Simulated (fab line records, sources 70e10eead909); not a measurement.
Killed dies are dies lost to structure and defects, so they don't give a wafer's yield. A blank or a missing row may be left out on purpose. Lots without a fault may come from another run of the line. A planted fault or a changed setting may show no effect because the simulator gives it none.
Chamber matching | flow nand_harc | NHARC_A_WL_FILL_ALD_19 on ald_metal-01: 4 sister chambers
The step deposits TiN, target thk 2 nm, pulse time 3 s, ald cycles 100. 4 wafers are shown with their chamber, then 12 later ones without.

WAFERS WITH THEIR CHAMBER
wafer  | chamber | heater_power_w (W)
L092.6 | 3       | 943
L092.2 | 2       | 1096
L092.4 | 1       | 1170
L092.5 | 0       | 1002

WAFERS WITHOUT THEIR CHAMBER
wafer  | heater_power_w (W)
L093.1 | 958
L093.2 | 1153
L093.6 | 1193
L095.2 | 1008
L095.3 | 1114
L095.4 | 960
L095.1 | 1194
L095.5 | 1199
L095.6 | 993
L096.1 | 966
L096.2 | 1080
L096.3 | 1212

WHICH CHAMBER EACH WENT THROUGH
wafer  | from the rows above     | in truth
L093.1 | can't be placed: 3 or 0 | 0
L093.2 | can't be placed: 1 or 2 | 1
L093.6 | 1                       | 1
L095.2 | 0                       | 0
L095.3 | can't be placed: 2 or 1 | 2
L095.4 | can't be placed: 3 or 0 | 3
L095.1 | 1                       | 1
L095.5 | 1                       | 1
L095.6 | can't be placed: 0 or 3 | 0
L096.1 | can't be placed: 3 or 0 | 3
L096.2 | 2                       | 2
L096.3 | 1                       | 1
Placed correctly: 6 of 12. Can't be placed from these rows: 6 (the true chamber is among the candidates in 6). Placed wrongly: 0.
How it was worked out, from the rows above alone: a wafer's distance from a chamber is the root of the sum, over the readings, of the square of ((its reading less the chamber's mean) divided by the reading's scatter). The wafer belongs to the nearest chamber; if the next one is less than 2 further off, it can't be placed. A chamber's mean is the mean of its shown wafers. The scatter: with one shown wafer a chamber, the root of the mean of the squares of how far each hidden wafer lies from its nearest shown one.
